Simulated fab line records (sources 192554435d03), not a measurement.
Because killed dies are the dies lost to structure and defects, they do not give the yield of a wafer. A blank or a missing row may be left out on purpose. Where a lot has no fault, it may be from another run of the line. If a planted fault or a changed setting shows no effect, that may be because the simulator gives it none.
Which of the tools did it? | flow n5 finfet | 24 lots, 72 wafers sampled, at 5 steps of a route of 1938

## WHAT THE GAUGES SHOWED, per wafer
N5_BEOL_M1_OVL_MEAS_29. Usual: V0_OVL gives 0.1 nm (standard deviation 0.62).
lot  | measured     | on         | V0_OVL (nm)    | flag
L074 | day 6 02:00  | overlay-02 | -0.1 0.6 0.1   |
L076 | day 6 15:14  | overlay-02 | 0.1 0.8 0.7    |
L075 | day 6 15:31  | overlay-01 | -0.2 0.5 0.1   |
L077 | day 7 06:15  | overlay-02 | 1.3 0.6 1.6    |
L078 | day 7 06:21  | overlay-02 | 0.5 0.2 0.6    |
L079 | day 7 10:07  | overlay-02 | -0.8 -0.8 -0.3 |
L080 | day 7 14:04  | overlay-02 | -0.6 -0.4 0.1  |
L081 | day 7 22:48  | overlay-01 | -0.2 -0.6 -0.4 |
L082 | day 8 03:58  | overlay-02 | 0.1 0.8 -0.2   |
L083 | day 8 04:13  | overlay-02 | -0.3 -0.3 -0.3 |
L084 | day 8 11:50  | overlay-02 | 0.6 0.2 0.5    |
L085 | day 9 02:47  | overlay-02 | 1.2 0.8 1.9    |
L086 | day 9 07:20  | overlay-02 | 0.1 0.4 -0.4   |
L087 | day 9 09:51  | overlay-02 | -0.3 -0.3 0.0  |
L088 | day 9 13:02  | overlay-02 | 0.0 -1.1 -0.1  |
L089 | day 10 02:00 | overlay-02 | -0.3 0.1 -0.6  |
L090 | day 10 02:56 | overlay-02 | -0.3 0.0 -0.9  |
L091 | day 10 11:07 | overlay-01 | -0.3 0.3 -0.5  |
L092 | day 10 16:04 | overlay-02 | 0.1 -0.7 0.6   |
L093 | day 11 02:09 | overlay-01 | -0.2 0.9 0.6   |
L094 | day 11 02:13 | overlay-02 | -0.1 0.1 0.9   |
L095 | day 11 12:08 | overlay-01 | 1.3 0.5 0.6    |
L096 | day 11 21:02 | overlay-02 | 0.4 -0.2 0.3   |
L097 | day 11 23:28 | overlay-01 | 0.5 0.5 1.2    |

N5_BEOL_M2_INSPECT_13: inspects for defects (brightfield). Usual: raw defect count 380, standard deviation 100.
lot  | measured     | on                | raw defect count | flag
L074 | day 6 16:56  | defect inspect-01 | 435 323 310      |
L076 | day 7 13:30  | defect inspect-01 | 290 299 308      |
L075 | day 7 05:44  | defect inspect-01 | 345 325 421      |
L077 | day 7 15:10  | defect inspect-01 | 362 314 312      |
L078 | day 7 16:51  | defect inspect-02 | 479 460 674      |
L079 | day 7 17:09  | defect inspect-01 | 258 326 272      |
L080 | day 8 02:52  | defect inspect-02 | 366 331 288      |
L081 | day 8 07:20  | defect inspect-01 | 334 326 460      |
L082 | day 8 11:01  | defect inspect-02 | 356 354 383      |
L083 | day 9 00:08  | defect inspect-01 | 364 202 252      |
L084 | day 9 01:07  | defect inspect-02 | 416 354 418      |
L085 | day 9 22:15  | defect inspect-02 | 457 415 511      |
L086 | day 9 16:56  | defect inspect-02 | 522 368 511      |
L087 | day 9 17:25  | defect inspect-02 | 356 371 413      |
L088 | day 10 02:34 | defect inspect-01 | 299 319 319      |
L089 | day 10 15:01 | defect inspect-02 | 290 279 359      |
L090 | day 10 18:05 | defect inspect-01 | 445 249 312      |
L091 | day 11 10:40 | defect inspect-01 | 401 404 381      |
L092 | day 11 13:30 | defect inspect-01 | 427 438 420      |
L093 | day 11 16:53 | defect inspect-01 | 356 388 352      |
L094 | day 12 05:27 | defect inspect-02 | 670 676 551      |
L095 | day 11 23:41 | defect inspect-01 | 483 394 344      |
L096 | day 12 10:50 | defect inspect-02 | 355 390 524      |
L097 | day 12 11:39 | defect inspect-01 | 370 432 344      |

## WHICH TOOL RAN EACH LOT (tool, then ch and the chambers of the sampled wafers, then the start)
lot  | N5_BEOL_M1_ALD_98                 | N5_BEOL_M1_SURFACE_TREAT_85  | N5_BEOL_M1_ANNEAL_80
L074 | ald sin-04 ch 1,2, day 6 02:38    | pvd sputter-01, day 6 11:07  | pvd sputter-01, day 6 11:51
L076 | ald sin-04 ch 1,2, day 6 15:31    | pvd sputter-02, day 7 09:19  | pvd sputter-03, day 7 09:55
L075 | ald sin-04 ch 0,2,3, day 6 15:44  | pvd sputter-03, day 7 01:22  | pvd sputter-03, day 7 01:54
L077 | ald sin-01 ch 0,2, day 7 06:29    | pvd sputter-02, day 7 09:22  | pvd sputter-01, day 7 09:59
L078 | ald sin-04 ch 2,3, day 7 06:38    | pvd sputter-03, day 7 12:17  | pvd sputter-03, day 7 12:49
L079 | ald sin-04 ch 0,1,2, day 7 10:21  | pvd sputter-01, day 7 12:38  | pvd sputter-01, day 7 13:10
L080 | ald sin-02 ch 0,1,3, day 7 14:17  | pvd sputter-03, day 7 22:25  | pvd sputter-01, day 7 22:58
L081 | ald sin-04 ch 1,2,3, day 7 23:02  | pvd sputter-02, day 8 02:46  | pvd sputter-03, day 8 03:18
L082 | ald sin-02 ch 0,1,2, day 8 04:13  | pvd sputter-02, day 8 05:44  | pvd sputter-02, day 8 06:34
L083 | ald sin-04 ch 0,1,3, day 8 05:31  | pvd sputter-02, day 8 17:45  | pvd sputter-01, day 8 18:57
L084 | ald sin-04 ch 0,1, day 8 12:39    | pvd sputter-01, day 8 20:45  | pvd sputter-03, day 8 21:25
L085 | ald sin-02 ch 1,2, day 9 03:04    | pvd sputter-02, day 9 18:07  | pvd sputter-03, day 9 18:44
L086 | ald sin-02 ch 0,1,3, day 9 07:49  | pvd sputter-02, day 9 09:08  | pvd sputter-01, day 9 11:19
L087 | ald sin-02 ch 0,2, day 9 10:37    | pvd sputter-03, day 9 12:34  | pvd sputter-03, day 9 13:10
L088 | ald sin-01 ch 2,3, day 9 13:28    | pvd sputter-03, day 9 21:35  | pvd sputter-03, day 9 22:15
L089 | ald sin-04 ch 0,1,2, day 10 02:28 | pvd sputter-02, day 10 10:13 | pvd sputter-02, day 10 11:12
L090 | ald sin-04 ch 0,3, day 10 03:10   | pvd sputter-02, day 10 10:52 | pvd sputter-01, day 10 12:55
L091 | ald sin-02 ch 0,2,3, day 10 11:43 | pvd sputter-02, day 11 06:03 | pvd sputter-01, day 11 06:50
L092 | ald sin-01 ch 0,2,3, day 10 17:00 | pvd sputter-01, day 11 06:05 | pvd sputter-01, day 11 08:41
L093 | ald sin-04 ch 1,2,3, day 11 02:30 | pvd sputter-02, day 11 10:41 | pvd sputter-02, day 11 11:28
L094 | ald sin-01 ch 0,1,3, day 11 02:37 | pvd sputter-01, day 11 23:04 | pvd sputter-01, day 11 23:49
L095 | ald sin-02 ch 1,2, day 11 12:22   | pvd sputter-03, day 11 19:37 | pvd sputter-03, day 11 20:08
L096 | ald sin-02 ch 0,1,2, day 11 21:54 | pvd sputter-01, day 12 05:55 | pvd sputter-02, day 12 06:38
L097 | ald sin-04 ch 1,3, day 12 00:09   | pvd sputter-01, day 12 05:57 | pvd sputter-01, day 12 08:14
- N5_BEOL_M1_ALD_98: deposits SiO2, target thk 2.5 nm, pulse time 1 s, co reactant pulse time 1 s.
- N5_BEOL_M1_SURFACE_TREAT_85
- N5_BEOL_M1_ANNEAL_80: time 240 s.

## WHAT THE TOOLS THEMSELVES READ (means of the sampled wafers that have a number; where no wafer has one, the mark that the record gives instead)
N5_BEOL_M1_ALD_98. Usual: heater power w 76 W, standard deviation 9.1; precursor pulse height rel 0.999, standard deviation 0.02.
lot  | tool       | heater power w (W) | precursor pulse height rel | flag
L074 | ald sin-04 | 81                 | 1.007                      |
L076 | ald sin-04 | 80                 | 1.001                      |
L075 | ald sin-04 | 73                 | 0.989                      |
L077 | ald sin-01 | 77                 | 0.981                      |
L078 | ald sin-04 | 81                 | 0.996                      |
L079 | ald sin-04 | 71                 | 0.993                      |
L080 | ald sin-02 | 73                 | 0.987                      |
L081 | ald sin-04 | 76                 | 1.005                      |
L082 | ald sin-02 | 79                 | 0.994                      |
L083 | ald sin-04 | 67                 | 1.003                      |
L084 | ald sin-04 | 67                 | 0.996                      |
L085 | ald sin-02 | 78                 | 0.984                      |
L086 | ald sin-02 | 72                 | 1.008                      |
L087 | ald sin-02 | 82                 | 1.021                      |
L088 | ald sin-01 | 79                 | 1.015                      |
L089 | ald sin-04 | 72                 | 1.002                      |
L090 | ald sin-04 | 69                 | 1.004                      |
L091 | ald sin-02 | 79                 | 0.978                      |
L092 | ald sin-01 | 80                 | 1.008                      |
L093 | ald sin-04 | 76                 | 0.988                      |
L094 | ald sin-01 | 86                 | 0.997                      |
L095 | ald sin-02 | 77                 | 0.997                      |
L096 | ald sin-02 | 81                 | 1.014                      |
L097 | ald sin-04 | 72                 | 1.010                      |

N5_BEOL_M1_ANNEAL_80. Usual: heater power w 810 W, standard deviation 45.
lot  | tool           | heater power w (W) | flag
L074 | pvd sputter-01 | 752                |
L076 | pvd sputter-03 | 834                |
L075 | pvd sputter-03 | 828                |
L077 | pvd sputter-01 | 790                |
L078 | pvd sputter-03 | 844                |
L079 | pvd sputter-01 | 808                |
L080 | pvd sputter-01 | 804                |
L081 | pvd sputter-03 | 825                |
L082 | pvd sputter-02 | 821                |
L083 | pvd sputter-01 | 775                |
L084 | pvd sputter-03 | 814                |
L085 | pvd sputter-03 | 817                |
L086 | pvd sputter-01 | 791                |
L087 | pvd sputter-03 | 825                |
L088 | pvd sputter-03 | 817                |
L089 | pvd sputter-02 | 834                |
L090 | pvd sputter-01 | 777                |
L091 | pvd sputter-01 | 816                |
L092 | pvd sputter-01 | 777                |
L093 | pvd sputter-02 | 820                |
L094 | pvd sputter-01 | 766                |
L095 | pvd sputter-03 | 838                |
L096 | pvd sputter-02 | 803                |
L097 | pvd sputter-01 | 822                |

## THE ANSWER, worked out from the rows above alone
Rule: lot off if the mean of its wafers having a number is beyond 3 standard deviations from the usual mean. Also off: a lot with no number at a reading for which 4 or more lots have one. Where the step has rows for the other lots, those lots are counted as sound. Order of review: gauges by route order, followed by the tools' own readings, for which a lot's mean as printed above is used. The first step at which some lot is off is used, and at that step the reading that is off furthest; a lot without a number counts as furthest.
No lot is off at any reading shown: from this, nothing can be told.

## WHAT WAS PUT IN BY THE SIMULATOR
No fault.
